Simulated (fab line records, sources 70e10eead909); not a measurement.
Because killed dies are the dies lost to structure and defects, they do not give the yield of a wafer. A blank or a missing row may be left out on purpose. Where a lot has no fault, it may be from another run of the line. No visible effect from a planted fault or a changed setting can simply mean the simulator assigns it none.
Which tool was responsible? -- flow nandHarc -- 6 lots with 17 wafers sampled at 5 steps, on a route of 1159 steps

## WHAT THE GAUGES SHOWED, per wafer
NHARC_END_SORT_01.
lot,measured,on,killedAtArray
L991,day 22 02:43,prober-01,26 29

## TOOL THAT RAN EACH LOT (tool first, then ch and the chambers of the sampled wafers, then the start)
lot,NHARC_P_GATE_STRIP_76,NHARC_P_GATE_RTA_82,NHARC_P_CONTACT_DEP_00,NHARC_P_CONTACT_ALD_22
L982,"plasmaAsher-02 ch 0,1, day 5 16:03","rtpAnneal-01 ch 0, day 5 19:59","pecvd-01 ch 0,1, day 5 23:50 or earlier","aldMetal-02 ch 1,2,3, day 5 23:50"
L986,"plasmaAsher-01 ch 0,1, day 6 13:19","rtpAnneal-02 ch 0, day 6 17:07","pecvd-02 ch 0,1,2, day 6 20:52 or earlier","aldMetal-02 ch 0,2,3, day 6 20:52"
L991,"plasmaAsher-01 ch 0,1, day 7 16:47","rtpAnneal-02 ch 0, day 7 21:05","pecvd-03 ch 2, day 8 00:56 or earlier","aldMetal-04 ch 3, day 8 00:56"
L996,"plasmaAsher-01 ch 0,1, day 9 02:01","rtpAnneal-02 ch 0, day 9 05:43","pecvd-01 ch 1,2, day 9 09:40 or earlier","aldMetal-02 ch 0,1,3, day 9 09:40"
L100,"plasmaAsher-02 ch 0,1, day 10 04:34","rtpAnneal-02 ch 0, day 10 08:23","pecvd-03 ch 1,2, day 10 12:17 or earlier","aldMetal-02 ch 0,2,3, day 10 12:17"
L102,"plasmaAsher-01 ch 0,1, day 10 21:01","rtpAnneal-02 ch 0, day 11 00:50","pecvd-03 ch 0,1, day 11 04:50 or earlier","aldMetal-02 ch 0,1,3, day 11 04:50"
- NHARC_P_GATE_STRIP_76: strips in O2.
- NHARC_P_GATE_RTA_82: time 30 s.
- NHARC_P_CONTACT_DEP_00: deposits SiO2, target thk 500 nm.
- NHARC_P_CONTACT_ALD_22: deposits TiN, target thk 3 nm, pulse time 1 s, ald cycles 150.

## THE ANSWER, worked out from the rows above alone
Rule: the usual values come from the lots themselves. The widest of any qualifying gaps counts: lots, ordered by their means at a reading, are off when they make up no more than a third of the lots, leave a main group of 4 or more, and stand apart from it by 3 or more times the standard deviation of that group's means. A main group is skipped when, at the precision printed for the reading in the tables above, its means are all equal. A lot without any number at a reading at which 4 lots or more have one is off too. The other lots that the step has rows for count as sound.
None of the lots is off at any reading shown; this tells nothing.

## WHAT HAD BEEN PUT IN BY THE SIMULATOR
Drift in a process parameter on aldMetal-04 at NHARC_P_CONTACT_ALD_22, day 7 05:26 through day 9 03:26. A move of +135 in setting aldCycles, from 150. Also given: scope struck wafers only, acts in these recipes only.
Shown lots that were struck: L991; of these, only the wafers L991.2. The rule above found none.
